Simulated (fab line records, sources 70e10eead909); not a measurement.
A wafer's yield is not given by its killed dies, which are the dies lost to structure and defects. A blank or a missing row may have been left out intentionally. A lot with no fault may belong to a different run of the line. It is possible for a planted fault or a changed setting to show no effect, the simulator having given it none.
Problem report, 8D (eight disciplines) form, completed by code ; flow nandHarc ; the parts of the form that need people (team, actions taken, sign-off) are left out

== 1. PROBLEM STATEMENT ==
killedAtOther at NHARC_END_SORT_01 reads a mean of 60.5 on 6 wafers of 2 lots; wafers without a fault read 0.8 with a standard deviation of 1.2. That is +50 standard deviations from the usual mean.
The first sign was on wafer L529.1 at day 21 11:17, on prober-01. The record holds 6 wafers of 2 lots with a number at this step. The rule behind "out" and "out of limits": a value lying over 4 standard deviations away from the usual mean. Any other wafer with a number is counted as sound.

== 2. WHAT IT IS; WHAT IT IS NOT ==
question;is;is not
which readings at this step;killedAtOther, sort_bin_3_pct;killedAtArray, killedAtPeriphery, killedOpen, killedShort
which lots;L529, L530;-
which wafers of those lots;all that have a number;-
read on which gauges;prober-01, prober-02;-
when;from day 21 11:17;up to then (0 sound wafers)

== 3. WHAT RULES OUT EACH SUSPECT ==
Counting: a tool at a process step up to the reading stays a suspect if it ran every lot that is out and no sound lot after the first of them.
- ruled out: the gauge at NHARC_END_SORT_01. The wafers that are out were read on 2 gauges (prober-01, prober-02).
- pecvd-02 at NHARC_THIN_TSV_DEP_47 (deposits SiO2, target thk 200 nm): kept. It ran every lot that is out, first L529 (day 20 22:13), and no sound lot after that.
Remaining after the count: pecvd-02 at NHARC_THIN_TSV_DEP_47.

== 4. THE CAUSE (what the simulator had put in) ==
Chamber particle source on pecvd-02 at NHARC_THIN_TSV_DEP_47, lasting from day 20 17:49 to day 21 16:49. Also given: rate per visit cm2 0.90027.
This tool alone remained once counting was done.

== 5. THE CHAIN OF EFFECTS, in route order ==
Each row: a reading where the mean over the struck wafers with a number is more than 3 standard deviations away from the usual. Scope: only readings with a usual standard deviation given in the record; hours: median across lots of the time from each lot's start at the first step in this table that gives one to its start at this step; sigmas: change in usual standard deviations.
hours;step;reading;usual;on struck wafers;change;sigmas
0;NHARC_END_SORT_01;defectLimitedYield;95.6 %;87.3;-8.2;-5.9
0;NHARC_END_SORT_01;killedAtOther;0.8;60.5;+59.7;+50
0;NHARC_END_SORT_01;killedDies;30;86;+56;+6.1
0;NHARC_END_SORT_01;sort_bin_2_pct;1.4 %;5.6;+4.2;+7.1
0;NHARC_END_SORT_01;sort_bin_3_pct;0.25 %;3.00;+2.75;+13
0;NHARC_END_SORT_01;sortNPass;647;592;-56;-6.1
0;NHARC_END_SORT_01;sortYieldPct;95.6 %;87.3;-8.2;-5.9

== 6. WHAT WOULD HAVE CAUGHT IT SOONER ==
17 hours passed between the start of the fault at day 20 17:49 and the first reading out of limits at a measuring or inspecting step in this record, taken at day 21 11:17.
Of the tool readings at NHARC_THIN_TSV_DEP_47 for which the record gives a usual standard deviation, none was out on any struck wafer, so an alarm limit of 4 standard deviations on them would not have fired.
By day 21 11:17, every lot that is out (2) had started NHARC_THIN_TSV_DEP_47 on pecvd-02. None of them would have been spared by holding the tool at that moment.
